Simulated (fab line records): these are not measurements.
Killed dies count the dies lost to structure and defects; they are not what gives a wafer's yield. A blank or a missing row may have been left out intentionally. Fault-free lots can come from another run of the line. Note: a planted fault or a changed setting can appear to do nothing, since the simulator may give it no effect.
Split-lot experiment | flow n5_finfet | 39 wafers read across 7 lots, on a route 1938 steps long

== ABOUT THE SPLIT ==
At N5_DUMMY_GATE_ETCH_37 (etches SOC in N2/H2, target depth 60 nm, overetch 30 nm), the setting source_w was moved away from the recipe's 840 W on 18 of the 39 wafers read, by -18.3% to +14.9%. All remaining wafers had this setting at the recipe value.

The reading is taken at the split's own step.

== THE READING ==
rf_vpp_V, in V, at N5_DUMMY_GATE_ETCH_37 (etches SOC in N2/H2, target depth 60 nm, overetch 30 nm). Typical for fault-free wafers on this fab line: 523.8 V, with standard deviation 2.4 V.

wafer  | tool, chamber at the split | source_w as run, W | against the recipe | rf_vpp_V, V | against lot-mates on the recipe
L074.1 | rie_diel-01, 0             | 706.4              | -15.9%             | 555.9       | +30.6
L074.2 | rie_diel-01, 3             | 840                | recipe             | 524.6       | -
L074.3 | rie_diel-01, 2             | 706.4              | -15.9%             | 556.8       | +31.5
L074.4 | rie_diel-01, 0             | 840                | recipe             | 526.0       | -
L074.5 | rie_diel-01, 3             | 840                | recipe             | 525.2       | -
L074.6 | rie_diel-01, 2             | 706.4              | -15.9%             | 556.8       | +31.5
L080.1 | rie_diel-02, 3             | 884.2              | +5.3%              | 510.9       | -10.7
L080.2 | rie_diel-02, 1             | 840                | recipe             | 520.8       | -
L080.3 | rie_diel-02, 2             | 840                | recipe             | 523.3       | -
L080.4 | rie_diel-02, 0             | 884.2              | +5.3%              | 515.0       | -6.6
L080.5 | rie_diel-02, 3             | 840                | recipe             | 520.7       | -
L080.6 | rie_diel-02, 0             | 884.2              | +5.3%              | 513.8       | -7.8
L084.1 | rie_diel-02, 1             | 840                | recipe             | 520.7       | -
L084.2 | rie_diel-02, 2             | 840                | recipe             | 523.5       | -
L084.3 | rie_diel-02, 3             | 964.9              | +14.9%             | 497.3       | -24.2
L084.4 | rie_diel-02, 1             | 964.9              | +14.9%             | 496.1       | -25.4
L084.5 | rie_diel-02, 3             | 840                | recipe             | 520.3       | -
L084.6 | rie_diel-02, 2             | 964.9              | +14.9%             | 498.7       | -22.8
L090.1 | rie_diel-01, 2             | 840                | recipe             | 525.2       | -
L090.2 | rie_diel-01, 1             | 758                | -9.8%              | 546.7       | +21.4
L090.3 | rie_diel-01, 3             | 758                | -9.8%              | 541.1       | +15.8
L090.4 | rie_diel-01, 0             | 840                | recipe             | 525.9       | -
L090.5 | rie_diel-01, 1             | 758                | -9.8%              | 546.5       | +21.2
L090.6 | rie_diel-01, 0             | 840                | recipe             | 524.7       | -
L094.2 | rie_diel-03, 1             | 840                | recipe             | 526.9       | -
L094.3 | rie_diel-03, 2             | 840                | recipe             | 523.3       | -
L094.5 | rie_diel-03, 3             | 840                | recipe             | 524.6       | -
L095.1 | rie_diel-01, 1             | 685.9              | -18.3%             | 564.4       | +38.2
L095.2 | rie_diel-01, 0             | 840                | recipe             | 525.7       | -
L095.3 | rie_diel-01, 2             | 685.9              | -18.3%             | 561.9       | +35.7
L095.4 | rie_diel-01, 1             | 840                | recipe             | 528.2       | -
L095.5 | rie_diel-01, 2             | 685.9              | -18.3%             | 561.2       | +35.0
L095.6 | rie_diel-01, 0             | 840                | recipe             | 524.6       | -
L097.1 | rie_diel-01, 3             | 882.5              | +5.1%              | 513.7       | -11.9
L097.2 | rie_diel-01, 0             | 840                | recipe             | 524.4       | -
L097.3 | rie_diel-01, 2             | 882.5              | +5.1%              | 517.1       | -8.5
L097.4 | rie_diel-01, 1             | 882.5              | +5.1%              | 518.8       | -6.8
L097.5 | rie_diel-01, 0             | 840                | recipe             | 523.4       | -
L097.6 | rie_diel-01, 1             | 840                | recipe             | 529.0       | -

FIT RESULTS
A straight line over all 39 wafers: rf_vpp_V changes by -1.98 V for each +1% of source_w; r = -0.99; the points scatter about the line by 2.3 V.
The same after taking each lot's own level away (the mean of its wafers on the recipe; 39 wafers): -1.86 V for each +1%; r = -0.99; scatter 2 V.
On that fit, the largest move of source_w shifts the reading by 34 V.
Across the lots, their own levels run from 521.50 to 526.17 V, a range of 1.9 times the standard deviation given above.
Consequently the slope shifts little with the lot-to-lot level, the two slopes agreeing.
Check: with one of the wafers moved furthest among these (-18.3%) left out of the fit, the line predicts +34.5 V for it against its lot-mates. Against them it came out at +38.2 V.
Tool readings at the split's step, against how far the setting was moved: rf_vpp_V r = -0.99.

== OTHER SPLITS ON THESE WAFERS ==
Note: prior to the reading, these wafers also went through further splits. Each is held against what the fit with the lots' levels taken away leaves over:
other split on the same wafers               | wafers away from the commonest value | r with rf_vpp_V (lot level and that fit taken away)
N5_PMOS_HMC_CHANNEL_EPI_FIN_RECESS_16 time_s | 15                                   | +0.01

== FILE'S OWN FIT ==
rf_vpp_V changes by -1.88 V for each +1% of source_w, r = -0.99.
